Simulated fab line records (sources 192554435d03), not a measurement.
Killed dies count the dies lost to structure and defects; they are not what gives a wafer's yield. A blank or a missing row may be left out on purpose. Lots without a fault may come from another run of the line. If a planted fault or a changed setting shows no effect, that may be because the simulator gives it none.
A struck lot beside a sound one ; flow n5-finfet ; 30 out of 1938 route steps
Sound: these wafers, L295.3, L295.4, L295.6. Struck: wafer L308.5. (L308.2 of the same lot was not struck and is left out.) The cause comes at the end.
Each step with rows lists, per side, the tool, then ch with its chambers, then its first start. Under that, the readings that differ: sound wafers ; struck wafers ; difference of the means ; sigmas: that difference in standard deviations of wafers without a fault.
alike: readings with means less than 2 such deviations apart, plus words and numbers identical on both sides. not compared: withheld readings, readings lacking a value on some wafer, bounds such as >300 that could conceal the same value, and numbers that have no deviation in the record and whose values overlap.
Wherever a step has rows on one side only, a row that says differs or no value, or a row with sigmas, the two part there. When numbers do not overlap yet have no deviation, they are printed without sigmas and do not part them. Lack of a reading on every wafer of one side parts them only where that side has two or more wafers.

first, 6 steps without rows for these wafers: N5_FIN_SAQP_PRECLEAN_42 (cleans in O3/DIW, time 60 s); N5_FIN_SAQP_PRECLEAN_00 (cleans in SC1, time 60 s); N5_FIN_SAQP_PRECLEAN_44 (cleans in SC2, time 45 s); N5_FIN_SAQP_SRD_01 (time 30 s); N5_FIN_SAQP_ALD_61 (deposits SiO2, target thk 4 nm, pulse time 1 s, purge time 2 s); N5_FIN_SAQP_DENSIFY_62 (time 60 s).
N5_FIN_SAQP_HM_DEP_03: deposits SiNx from SiH4/NH3/N2, target thk 38 nm, time 33.6 s.
  sound on pecvd-02 ch 0,1,2, day 1 21:43; struck on pecvd-02 ch 2, day 5 06:17
  alike: heater-power-w, showerhead-plenum-p-Torr, throttle-valve-pct
  not compared: since-wet-clean-h
N5_FIN_SAQP_THK_MEAS_05:
  sound on film-metro-02 at day 1 21:48; struck on film-metro-02 at day 5 06:22
  alike: thk-nm
N5_FIN_SAQP_PECVD_47: deposits a-Si from SiH4/He, target thk 45 nm, time 36.3 s.
  sound on pecvd-02 ch 0,1, day 1 21:50; struck on pecvd-01 ch 2, day 5 06:24
  alike: heater-power-w, showerhead-plenum-p-Torr, throttle-valve-pct
  not compared: since-wet-clean-h
N5_FIN_SAQP_PECVD_48: deposits SiNx from SiH4/NH3/N2, target thk 25 nm, time 22.1 s.
  sound on pecvd-02 ch 0,1, day 1 21:53; struck on pecvd-01 ch 2, day 5 06:28
  alike: heater-power-w, showerhead-plenum-p-Torr, throttle-valve-pct
  not compared: since-wet-clean-h
then, 1 step without rows for these wafers: N5_FIN_SAQP_PECVD_06 (deposits a-Si from SiH4/He, target thk 60 nm, time 48.1 s).
N5_FIN_SAQP_THK_MEAS_07:
  sound on film-metro-01 at day 1 22:01; struck on film-metro-02 at day 5 06:38
  alike: thk-nm
N5_FIN_SAQP_HM_DEP_72: deposits SiO2 from SiH4/N2O, target thk 12 nm, time 7.2 s.
  sound on pecvd-03 ch 0,1, day 1 22:02; struck on pecvd-03 ch 0, day 5 06:41
reading;sound;struck;difference;sigmas
model.SiO2_of_FIN_SAQP_HM_DEP_72.thk-nm (nm);11.74 12.12 12.02;11.52;-0.44;
  alike: heater-power-w, showerhead-plenum-p-Torr
  not compared: since-wet-clean-h
then, 8 steps without rows for these wafers: N5_FIN_SAQP_COAT_49 (time 60 s, resist thk 100 nm); N5_FIN_SAQP_COAT_50 (time 60 s, resist thk 35 nm); N5_FIN_SAQP_COAT_10 (resist thk 90 nm); N5_FIN_SAQP_EBR_12; N5_FIN_SAQP_SOFTBAKE_11 (time 60 s); N5_FIN_SAQP_EXPOSE_13 (exposes mask FIN CORE, target cd 35.6 nm); N5_FIN_SAQP_PEB_14 (peb time 60 s); N5_FIN_SAQP_DEVELOP_15 (develop time 30 s).
N5_FIN_SAQP_CD_MEAS_16 targets a cd of 35.6 nm.
  sound on cd-sem-03 ch 0, day 1 22:30; struck on cd-sem-03 ch 0, day 5 07:11
  alike: cd-nm
N5_FIN_SAQP_OVL_MEAS_17:
  sound on overlay-02 ch 0, day 1 22:32; struck on overlay-02 ch 0, day 5 07:13
reading;sound;struck;difference;sigmas
FIN_CORE_OVL (nm);-1.7 -1.9 -1.5;0.6;+2.3;+3
N5_FIN_SAQP_INSPECT_18: inspects for defects (brightfield).
  sound on defect-inspect-02 at day 1 22:34; struck on defect-inspect-01 at day 5 07:15
  alike: raw-defect-count
then, 1 step without rows for these wafers: N5_FIN_SAQP_DESCUM_21 (chemistry O2, time 7.9 s).
N5_FIN_SAQP_ETCH_51: etches SiARC in CF4, target depth 45.5 nm, time 75.8 s.
  sound on rie-diel-04 ch 1,2, day 1 22:37; struck on rie-diel-05 ch 1, day 5 07:44
reading;sound;struck;difference;sigmas
drypump-motor-current-A (A);6.3 6.1 6.3;5.0;-1.2;-3
  alike: etch-rf-on-time-s, mfc-ar-sccm, oes-product-au, rf-vpp-V, showerhead-plenum-p-Torr, throttle-valve-pct
  not compared: rf-hours-counter-h
N5_FIN_SAQP_ETCH_52: etches SOC in N2/H2, target depth 100 nm, overetch 20 nm, time 150 s.
  sound on rie-diel-04 ch 1,2, day 1 22:41; struck on rie-diel-05 ch 1, day 5 07:47
reading;sound;struck;difference;sigmas
drypump-motor-current-A (A);6.4 6.1 6.3;5.0;-1.3;-3
  alike: oes-product-au, rf-vpp-V, showerhead-plenum-p-Torr, throttle-valve-pct
  not compared: rf-hours-counter-h
then, 1 step without rows for these wafers: N5_FIN_SAQP_STRIP_53 (strips in N2/H2).
N5_FIN_SAQP_HM_OPEN_73: chemistry CHF3/O2, target SiO2, stops on a-Si, target depth 12 nm, time 16.8 s.
  sound on rie-diel-04 ch 1,2, day 1 22:47; struck on rie-diel-05 ch 1, day 5 07:53
reading;sound;struck;difference;sigmas
drypump-motor-current-A (A);6.4 6.1 6.4;5.0;-1.3;-3
model.etch.depth-nm (nm);11.74 12.12 12.02;11.52;-0.44;
  alike: CHF3_flow_sccm, mfc-ar-sccm, oes-product-au, rf-vpp-V, showerhead-plenum-p-Torr, throttle-valve-pct
  not compared: rf-hours-counter-h
then, 1 step without rows for these wafers: N5_FIN_SAQP_STRIP_74 (strips in CHF3/O2).

WHERE THEY PART
First at N5_FIN_SAQP_OVL_MEAS_17; last, within this record, at N5_FIN_SAQP_HM_OPEN_73.

WHY: what the simulator had put in
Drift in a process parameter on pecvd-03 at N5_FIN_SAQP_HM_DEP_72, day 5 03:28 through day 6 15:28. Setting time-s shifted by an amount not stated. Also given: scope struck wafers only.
